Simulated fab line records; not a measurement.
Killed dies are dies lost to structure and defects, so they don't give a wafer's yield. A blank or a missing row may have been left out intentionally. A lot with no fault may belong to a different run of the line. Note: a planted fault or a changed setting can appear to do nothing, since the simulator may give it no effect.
What tool caused it? ; flow nand_harc ; 13 lots, 37 wafers sampled, at 5 steps of a route of 1159

== WHAT THE GAUGES SHOWED, per wafer ==
NHARC_END_SORT_01. Usual: killed_at_array 27, standard deviation 10; killed_at_other 0.6, standard deviation 0.83; killed_at_periphery 2.4, standard deviation 1.8; killed_dies 30, standard deviation 10; killed_open 3.3, standard deviation 1.7; killed_short 1.8, standard deviation 1.4.
lot;measured;on;killed_at_array;killed_at_other;killed_at_periphery;killed_dies;killed_open;killed_short;flag
L299;day 23 15:56;prober-01;387 394;0 1;1 3;388 398;2 3;0 4;OFF

== WHAT TOOL EACH LOT RAN ON (gives the tool, then ch and the chambers of the sampled wafers, and finally the start) ==
lot;NHARC_A_CONTACT_ETCH_48;NHARC_A_CONTACT_ETCH_49;NHARC_A_CONTACT_ETCH_119;NHARC_A_CONTACT_ETCH_122
L283;rie_diel-13 ch 0,3, day 16 04:58;rie_diel-13 ch 0,1,2, day 16 05:07;har_cap_etch-03 ch 0,1, day 16 06:59;har_cap_etch-03 ch 0,1, day 16 07:16
L282;rie_diel-12 ch 0,2,3, day 16 11:01;rie_diel-12 ch 0,1, day 16 11:07;har_cap_etch-01 ch 1, day 16 13:23;har_cap_etch-01 ch 1, day 16 13:45
L285;rie_diel-10 ch 1,2,3, day 16 21:29;rie_diel-10 ch 0,1, day 16 21:39;har_cap_etch-01 ch 0,1, day 16 23:37;har_cap_etch-01 ch 0,1, day 16 23:53
L284;rie_diel-10 ch 1,2,3, day 16 23:28;rie_diel-10 ch 1,3, day 16 23:34;har_cap_etch-03 ch 0,1, day 17 01:30;har_cap_etch-03 ch 0,1, day 17 01:46
L288;rie_diel-13 ch 0,1,2, day 17 12:44;rie_diel-13 ch 0,1, day 17 12:54;har_cap_etch-02 ch 0,1, day 17 14:50;har_cap_etch-02 ch 0,1, day 17 15:07
L287;rie_diel-10 ch 0,1, day 17 12:55;rie_diel-10 ch 0,1,2, day 17 13:07;har_cap_etch-03 ch 0,1, day 17 15:19;har_cap_etch-03 ch 0,1, day 17 15:41
L291;rie_diel-12 ch 0,1,2, day 17 23:57;rie_diel-12 ch 0,1,2, day 18 00:04;har_cap_etch-03 ch 0,1, day 18 01:58;har_cap_etch-03 ch 0,1, day 18 02:14
L290;rie_diel-12 ch 0,2,3, day 18 06:27;rie_diel-12 ch 1,2,3, day 18 06:34;har_cap_etch-03 ch 0,1, day 18 08:26;har_cap_etch-03 ch 0,1, day 18 08:43
L289;rie_diel-10 ch 0,1, day 18 14:40;rie_diel-10 ch 1,3, day 18 14:45;har_cap_etch-03 ch 0,1, day 18 16:40;har_cap_etch-03 ch 0,1, day 18 16:56
L293;rie_diel-12 ch 0,1, day 18 16:39;rie_diel-12 ch 0,1, day 18 16:44;har_cap_etch-01 ch 0,1, day 18 18:40;har_cap_etch-01 ch 0,1, day 18 18:56
L299;rie_diel-12 ch 0,3, day 20 14:48;rie_diel-12 ch 1, day 20 14:55;har_cap_etch-02 ch 0,1, day 20 16:47;har_cap_etch-02 ch 0,1, day 20 17:03
L301;rie_diel-12 ch 0,1, day 20 20:42;rie_diel-12 ch 0,1, day 20 20:49;har_cap_etch-02 ch 0,1, day 20 22:44;har_cap_etch-02 ch 0,1, day 20 23:01
L304;rie_diel-13 ch 0,3, day 21 19:50;rie_diel-13 ch 0,2, day 21 20:07;har_cap_etch-03 ch 0,1, day 21 22:31;har_cap_etch-03 ch 0,1, day 21 22:47
- NHARC_A_CONTACT_ETCH_48: etches the open film in CF4, target depth 39 nm, time 65 s.
- NHARC_A_CONTACT_ETCH_49: etches the open film in N2/H2, target depth 260 nm, time 475.3 s.
- NHARC_A_CONTACT_ETCH_119: etches the open film in C4F8/O2/Ar, time 94 s, target depth 922 nm.
- NHARC_A_CONTACT_ETCH_122: etches the open film in C4F8/O2/Ar, time 95 s, target depth 930 nm.

== AS READ BY THE TOOLS THEMSELVES (means over the sampled wafers that have a number; for cases with no such wafer, the mark the record gives instead) ==
NHARC_A_CONTACT_ETCH_48. Usual: drypump_motor_current_A 5.7 A, standard deviation 0.39; oes_product_au 1.001 a.u., standard deviation 0.016; rf_vpp_V 151.1 V, standard deviation 1.3; run_length_s 86.4 s, standard deviation 0.5; showerhead_plenum_p_Torr 1.78 Torr, standard deviation 0.078; throttle_valve_pct 13.283 %, standard deviation 0.0094.
lot;tool;drypump_motor_current_A (A);oes_product_au (a.u.);rf_vpp_V (V);run_length_s (s);showerhead_plenum_p_Torr (Torr);throttle_valve_pct (%);flag
L283;rie_diel-13;5.0;1.019;149.5;86.8;1.74;13.292;
L282;rie_diel-12;5.7;0.994;151.2;86.3;1.78;13.288;
L285;rie_diel-10;6.0;1.014;151.1;86.4;1.80;13.279;
L284;rie_diel-10;6.0;1.010;151.8;86.4;1.81;13.284;
L288;rie_diel-13;5.4;1.005;151.7;86.8;1.81;13.274;
L287;rie_diel-10;6.3;1.001;151.9;85.9;1.87;13.283;
L291;rie_diel-12;5.5;1.000;150.3;86.6;1.74;13.272;
L290;rie_diel-12;5.6;1.005;150.6;86.5;1.78;13.286;
L289;rie_diel-10;6.3;1.007;152.3;86.3;1.88;13.269;
L293;rie_diel-12;5.4;0.993;150.5;86.6;1.73;13.282;
L299;rie_diel-12;5.7;0.978;152.2;86.4;1.81;13.296;
L301;rie_diel-12;5.4;0.981;151.0;86.6;1.75;13.279;
L304;rie_diel-13;5.2;1.005;151.4;86.9;1.81;13.285;

NHARC_A_CONTACT_ETCH_49. Usual: drypump_motor_current_A 5.7 A, standard deviation 0.38; oes_product_au 1.002 a.u., standard deviation 0.015; rf_vpp_V 431.0 V, standard deviation 2.7; run_length_s 496.6 s, standard deviation 0.43; showerhead_plenum_p_Torr 2.06 Torr, standard deviation 0.099; throttle_valve_pct 14.171 %, standard deviation 0.0095.
lot;tool;drypump_motor_current_A (A);oes_product_au (a.u.);rf_vpp_V (V);run_length_s (s);showerhead_plenum_p_Torr (Torr);throttle_valve_pct (%);flag
L283;rie_diel-13;5.4;1.007;432.7;497.3;2.10;14.165;
L282;rie_diel-12;5.4;0.976;429.7;496.9;1.99;14.171;
L285;rie_diel-10;6.3;0.997;434.0;496.1;2.17;14.168;
L284;rie_diel-10;6.2;1.013;433.6;496.5;2.17;14.167;
L288;rie_diel-13;5.3;1.007;433.1;496.9;2.12;14.176;
L287;rie_diel-10;6.0;0.996;431.6;496.4;2.11;14.172;
L291;rie_diel-12;5.5;1.004;429.5;497.0;2.01;14.177;
L290;rie_diel-12;5.7;0.994;429.6;496.6;2.00;14.170;
L289;rie_diel-10;6.1;1.018;432.7;496.5;2.12;14.170;
L293;rie_diel-12;5.4;0.994;430.7;496.8;2.04;14.166;
L299;rie_diel-12;5.5;0.979;427.2;373.4;1.93;14.179;OFF
L301;rie_diel-12;5.4;0.986;430.9;435.4;2.02;14.171;OFF
L304;rie_diel-13;5.3;0.998;432.8;497.0;2.14;14.184;

== THE ANSWER, worked out from the rows above alone ==
Rule: take the mean of a lot's wafers that have a number; if it is more than 3 standard deviations from the usual mean, the lot is off. A lot without any number at a reading at which 4 lots or more have one is off too. All remaining lots with rows at the step are treated as sound. Order of review: gauges by route order, followed by the tools' own readings, for which a lot's mean as printed above is used. The first step at which some lot is off is used, and at that step the reading that is off furthest; a lot without a number counts as furthest.
Off: L299, at NHARC_END_SORT_01 (killed_at_array). Neither off nor sound, because the step has no rows for them: L283, L282, L285, L284, L288, L287, L291, L290, L289, L293, L301, L304.
A tool fits if, at a process step before that reading, it ran every lot that is off, and no sound lot after the first of them. The gauges at NHARC_END_SORT_01 aren't tried: what is off there is off at NHARC_A_CONTACT_ETCH_49 too, on other tools, and a gauge's error can't cause that. 2 tools fit, rie_diel-12 at NHARC_A_CONTACT_ETCH_48 and NHARC_A_CONTACT_ETCH_49 and har_cap_etch-02 at NHARC_A_CONTACT_ETCH_119 and NHARC_A_CONTACT_ETCH_122, so this cannot tell which one it is.

== WHAT THE SIMULATOR HAD INSERTED ==
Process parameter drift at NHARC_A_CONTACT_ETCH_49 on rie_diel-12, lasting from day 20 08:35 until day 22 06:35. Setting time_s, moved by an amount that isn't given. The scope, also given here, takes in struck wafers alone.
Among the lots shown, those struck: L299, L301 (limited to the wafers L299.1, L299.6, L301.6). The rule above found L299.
